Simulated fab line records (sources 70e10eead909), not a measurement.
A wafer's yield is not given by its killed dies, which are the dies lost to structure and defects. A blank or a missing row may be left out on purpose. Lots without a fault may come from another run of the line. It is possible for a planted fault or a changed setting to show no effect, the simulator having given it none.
Matching of chambers :: flow nand harc :: rie diel-02 running NHARC_P_BONDPAD_DESCUM_11: 4 sister chambers
The step chemistry O2, time 3 s. 7 wafers are shown with their chamber, then 6 later ones without.

WAFERS, EACH WITH ITS CHAMBER
wafer: L926.3
chamber: 2
throttle valve pct (%): 11.324
run length s (s): 24.34

wafer: L926.5
chamber: 0
throttle valve pct (%): 11.332
run length s (s): 24.29

wafer: L925.1
chamber: 1
throttle valve pct (%): 11.315
run length s (s): 23.73

wafer: L925.2
chamber: 2
throttle valve pct (%): 11.313
run length s (s): 24.21

wafer: L925.4
chamber: 3
throttle valve pct (%): 11.308
run length s (s): 23.81

wafer: L929.1
chamber: 1
throttle valve pct (%): 11.308
run length s (s): 23.83

wafer: L929.4
chamber: 3
throttle valve pct (%): 11.311
run length s (s): 23.60

WAFERS WITH NO CHAMBER GIVEN
wafer: L929.5
throttle valve pct (%): 11.305
run length s (s): 24.10

wafer: L930.1
throttle valve pct (%): 11.310
run length s (s): 24.10

wafer: L930.3
throttle valve pct (%): 11.326
run length s (s): 24.10

wafer: L930.6
throttle valve pct (%): 11.303
run length s (s): 23.81

wafer: L931.1
throttle valve pct (%): 11.307
run length s (s): 23.74

wafer: L931.4
throttle valve pct (%): 11.315
run length s (s): 24.00

CHAMBER TAKEN BY EACH
wafer: L929.5
from the rows above: can't be placed: 2 or 1 or 3
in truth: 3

wafer: L930.1
from the rows above: can't be placed: 2 or 1 or 3
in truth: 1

wafer: L930.3
from the rows above: can't be placed: 0 or 2 or 1
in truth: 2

wafer: L930.6
from the rows above: can't be placed: 3 or 1
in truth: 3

wafer: L931.1
from the rows above: can't be placed: 3 or 1
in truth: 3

wafer: L931.4
from the rows above: can't be placed: 1 or 2 or 3 or 0
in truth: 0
Placed correctly: 0 of 6. Not placeable from these rows: 6 (in 6, the candidates include the true chamber). Wrongly placed: 0.
How it was worked out, from the rows above alone: a wafer's distance from a chamber is the root of the sum, over the readings, of the square of ((its reading less the chamber's mean) divided by the reading's scatter). The wafer belongs to the nearest chamber; if the next one is less than 2 further off, it can't be placed. For every chamber, the mean is computed from those of its wafers that are shown. The scatter is the square root of a quotient: the sum, over the shown wafers, of each reading's squared deviation from its chamber's mean, divided by wafers minus chambers.
